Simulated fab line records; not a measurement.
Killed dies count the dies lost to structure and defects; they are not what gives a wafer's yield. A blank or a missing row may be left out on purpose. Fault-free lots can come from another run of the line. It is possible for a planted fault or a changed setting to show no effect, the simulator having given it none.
Chamber matching    flow n5_finfet    N5_GATE_CUT_PECVD_57 on pecvd-04: 3 sister chambers
The step deposits SiNx from SiH4/NH3/N2, target thk 21 nm. 6 wafers are shown with their chamber, then 11 later ones without.

== EACH WAFER AND ITS CHAMBER ==
wafer   chamber  throttle_valve_pct (%)  showerhead_plenum_p_Torr (Torr)
L086.2  1        42.4                    5.13
L086.4  0        38.2                    5.14
L087.2  0        38.2                    5.15
L087.4  2        36.8                    5.20
L087.6  1        42.4                    5.13
L088.1  2        36.7                    5.23

== WAFERS WHOSE CHAMBER IS MISSING ==
wafer   throttle_valve_pct (%)  showerhead_plenum_p_Torr (Torr)
L088.2  42.2                    5.12
L088.5  42.0                    5.11
L089.1  36.8                    5.22
L089.5  42.1                    5.13
L089.6  38.2                    5.16
L092.1  37.0                    5.21
L092.2  42.0                    5.13
L092.5  38.1                    5.15
L094.2  42.2                    5.12
L094.5  38.3                    5.15
L094.6  42.3                    5.12

== WHICH CHAMBER EACH ONE RAN IN ==
wafer   from the rows above  in truth
L088.2  1                    1
L088.5  1                    1
L089.1  2                    2
L089.5  1                    1
L089.6  0                    0
L092.1  2                    2
L092.2  1                    1
L092.5  0                    0
L094.2  1                    1
L094.5  0                    0
L094.6  1                    1
11 of 11 placed correctly. Left unplaced by these rows: 0. Wrongly placed: 0.
How it was worked out, from the rows above alone: a wafer's distance from a chamber is the root of the sum, over the readings, of the square of ((its reading less the chamber's mean) divided by the reading's scatter). If the next closest chamber is less than 2 further off than the closest, the wafer can't be placed; otherwise it belongs to the closest. Each chamber's mean is taken over the wafers shown for it. The scatter is the square root of a quotient: the sum, over the shown wafers, of each reading's squared deviation from its chamber's mean, divided by wafers minus chambers.
